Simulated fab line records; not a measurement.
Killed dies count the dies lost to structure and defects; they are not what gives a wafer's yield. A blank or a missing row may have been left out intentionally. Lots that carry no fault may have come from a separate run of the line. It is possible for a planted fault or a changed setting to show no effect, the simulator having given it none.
Chamber matching ; flow nandHarc ; NHARC_A_STAIRCASE_ETCH_271 on rieDiel-04: 4 sister chambers
The step etches the open film in CF4/CHF3. 8 wafers are shown with their chamber, then 7 later ones without.

== WAFERS WITH THEIR CHAMBER ==
wafer;chamber;showerheadPlenumPTorr (Torr);drypumpMotorCurrentA (A)
L076.2;3;1.46;6.2
L078.2;3;1.46;6.3
L078.6;0;1.54;5.7
L087.1;1;1.47;5.7
L087.3;2;1.69;5.9
L087.4;0;1.53;5.7
L091.3;1;1.47;5.7
L091.5;2;1.69;5.9

== WAFERS WHOSE CHAMBER IS MISSING ==
wafer;showerheadPlenumPTorr (Torr);drypumpMotorCurrentA (A)
L091.6;1.45;6.2
L092.1;1.47;5.7
L092.2;1.69;6.0
L092.5;1.69;6.0
L094.1;1.53;5.7
L094.2;1.68;5.9
L094.5;1.70;6.2

== WHICH CHAMBER EACH WENT THROUGH ==
wafer;from the rows above;in truth
L091.6;3;3
L092.1;1;1
L092.2;2;2
L092.5;2;2
L094.1;0;0
L094.2;2;2
L094.5;2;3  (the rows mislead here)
Correct placement for 6 of the 7. Can't be placed from these rows: 0. 1 placed wrongly.
How it was worked out, from the rows above alone: a wafer's distance from a chamber is the root of the sum, over the readings, of the square of ((its reading less the chamber's mean) divided by the reading's scatter). The wafer belongs to the nearest chamber; if the next one is less than 2 further off, it can't be placed. A chamber's mean is the mean of its shown wafers. How the scatter is found: for the shown wafers, subtract from each reading the mean of its chamber, square and add these, divide the total by (wafers less chambers), then take the root.
